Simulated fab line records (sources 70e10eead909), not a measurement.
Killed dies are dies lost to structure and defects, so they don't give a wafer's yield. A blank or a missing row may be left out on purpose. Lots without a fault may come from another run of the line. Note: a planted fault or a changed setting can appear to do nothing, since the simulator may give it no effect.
8D (eight disciplines) problem report, filled in by code + flow nand-harc + the parts of the form that need people (team, actions taken, sign-off) are left out

## 1. THE PROBLEM
At NHARC_P_M1_OVL_MEAS_10, overlay-x-nm averages 10.9 nm over 9 wafers from 3 lots, while fault-free wafers read 0.2 nm, standard deviation 0.79. Measured from the usual mean, that is +14 standard deviations.
The step: pitch 260 nm.
The first sign was on wafer L987.2 at day 9 21:53, on overlay-02. The record holds 36 wafers of 12 lots with a number at this step. Rule for "out" (also "out of limits"): further than 4 standard deviations from the usual mean. Any other wafer with a number is counted as sound.

## 2. WHAT IT IS AND WHAT IT IS NOT
| question                    | is                     | is not                                                              |
|-----------------------------|------------------------|---------------------------------------------------------------------|
| which readings at this step | overlay-x-nm           | overlay-y-nm                                                        |
| which lots                  | L987, L991, L995       | L100, L979, L980, L981, L982, L983, L984, L985, L986                |
| which wafers of those lots  | all that have a number | -                                                                   |
| read on which gauges        | overlay-01, overlay-02 | -                                                                   |
| when                        | from day 9 21:53       | up to then (24 sound wafers); but 3 sound wafers of L100 came after |

## 3. WHAT RULES OUT EACH SUSPECT
Counting: a tool at a process step up to the reading stays a suspect if it ran every lot that is out and no sound lot after the first of them.
- the gauge at NHARC_P_M1_OVL_MEAS_10 has been ruled out. 2 gauges (overlay-01, overlay-02) read the wafers that are out.
- arfi-scanner-03 at NHARC_P_M1_EXPOSE_06 (exposes mask P M1, target cd 130 nm): kept. It ran every lot that is out, first L987 (day 9 21:40), and no sound lot after that; its last sound lot up to then is L985 (day 9 00:06).
Remaining after the count: arfi-scanner-03 at NHARC_P_M1_EXPOSE_06.

## 4. THE CAUSE (what the simulator had put in)
Scanner matching overlay: arfi-scanner-03, from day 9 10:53 on, at NHARC_P_M1_EXPOSE_06. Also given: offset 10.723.
After counting, this tool was the only one left.

## 5. THE CHAIN OF EFFECTS, in route order
Rows list readings where the struck wafers' mean (over those with a number) sits beyond 3 standard deviations from the usual. Only readings for which the record gives a usual standard deviation are gone through. hours: the time from each lot's start at the first step in this table that gives one to its start at this step, as a median over the lots. sigmas: the change in usual standard deviations.
| hours | step                   | reading      | usual  | on struck wafers | change | sigmas |
|-------|------------------------|--------------|--------|------------------|--------|--------|
| 0     | NHARC_P_M1_OVL_MEAS_10 | overlay-x-nm | 0.2 nm | 10.9             | +10.7  | +14    |
Later measuring or inspecting steps at which every struck wafer that the step has a row for has a number for every such reading, and none has moved that far: NHARC_END_SORT_01.

## 6. WHAT WOULD HAVE CAUGHT IT SOONER
In this record the first reading out of limits at a measuring or inspecting step was taken at day 9 21:53, 11 hours after the fault began at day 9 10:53.
Lots out: 3; of these, L991, L995 started NHARC_P_M1_EXPOSE_06 on arfi-scanner-03 after day 9 21:53. A hold on the tool at that time would have spared those 2.
